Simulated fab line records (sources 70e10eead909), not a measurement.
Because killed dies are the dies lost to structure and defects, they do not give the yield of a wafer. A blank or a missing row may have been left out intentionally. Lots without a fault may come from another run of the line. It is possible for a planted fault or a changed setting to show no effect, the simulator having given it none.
Matching of chambers || flow nand-harc || NHARC_A_CHANNEL_FILL_D1_ALD_25 on ald-hk-01 has 4 sister chambers
The step deposits SiOx, target thk 60 nm, pulse time 10 s, ald cycles 600. 8 wafers are shown with their chamber, then 9 later ones without.

== WAFERS, EACH WITH ITS CHAMBER ==
{"wafer": "L078.6", "chamber": 3, "heater-power-w (W)": 412, "precursor-pulse-height-rel": 0.994}
{"wafer": "L080.3", "chamber": 2, "heater-power-w (W)": 419, "precursor-pulse-height-rel": 1.000}
{"wafer": "L086.3", "chamber": 3, "heater-power-w (W)": 437, "precursor-pulse-height-rel": 0.958}
{"wafer": "L087.5", "chamber": 0, "heater-power-w (W)": 505, "precursor-pulse-height-rel": 1.011}
{"wafer": "L087.6", "chamber": 1, "heater-power-w (W)": 429, "precursor-pulse-height-rel": 0.967}
{"wafer": "L089.1", "chamber": 2, "heater-power-w (W)": 424, "precursor-pulse-height-rel": 0.984}
{"wafer": "L089.3", "chamber": 0, "heater-power-w (W)": 498, "precursor-pulse-height-rel": 1.017}
{"wafer": "L089.4", "chamber": 1, "heater-power-w (W)": 421, "precursor-pulse-height-rel": 1.024}

== WAFERS MISSING THEIR CHAMBER ==
{"wafer": "L091.2", "heater-power-w (W)": 425, "precursor-pulse-height-rel": 1.017}
{"wafer": "L091.3", "heater-power-w (W)": 430, "precursor-pulse-height-rel": 0.981}
{"wafer": "L091.6", "heater-power-w (W)": 504, "precursor-pulse-height-rel": 0.985}
{"wafer": "L095.1", "heater-power-w (W)": 503, "precursor-pulse-height-rel": 1.004}
{"wafer": "L095.4", "heater-power-w (W)": 426, "precursor-pulse-height-rel": 0.999}
{"wafer": "L095.5", "heater-power-w (W)": 426, "precursor-pulse-height-rel": 0.997}
{"wafer": "L096.1", "heater-power-w (W)": 435, "precursor-pulse-height-rel": 0.998}
{"wafer": "L096.3", "heater-power-w (W)": 435, "precursor-pulse-height-rel": 1.031}
{"wafer": "L096.4", "heater-power-w (W)": 435, "precursor-pulse-height-rel": 1.002}

== WHICH CHAMBER EACH WENT THROUGH ==
{"wafer": "L091.2", "from the rows above": "can't be placed: 1 or 2 or 3", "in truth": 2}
{"wafer": "L091.3", "from the rows above": "can't be placed: 3 or 1 or 2", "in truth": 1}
{"wafer": "L091.6", "from the rows above": 0, "in truth": 0}
{"wafer": "L095.1", "from the rows above": 0, "in truth": 0}
{"wafer": "L095.4", "from the rows above": "can't be placed: 1 or 2 or 3", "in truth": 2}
{"wafer": "L095.5", "from the rows above": "can't be placed: 1 or 2 or 3", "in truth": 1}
{"wafer": "L096.1", "from the rows above": "can't be placed: 1 or 3 or 2", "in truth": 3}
{"wafer": "L096.3", "from the rows above": "can't be placed: 1 or 2 or 3", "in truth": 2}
{"wafer": "L096.4", "from the rows above": "can't be placed: 1 or 2 or 3", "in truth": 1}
Placed correctly: 2 of 9. These rows do not allow placing 7 (true chamber among the candidates in 7). 0 placed wrongly.
How it was worked out, from the rows above alone: a wafer's distance from a chamber is the root of the sum, over the readings, of the square of ((its reading less the chamber's mean) divided by the reading's scatter). If the next closest chamber is less than 2 further off than the closest, the wafer can't be placed; otherwise it belongs to the closest. The mean given for a chamber averages the wafers shown for that chamber. The scatter is the square root of a quotient: the sum, over the shown wafers, of each reading's squared deviation from its chamber's mean, divided by wafers minus chambers.
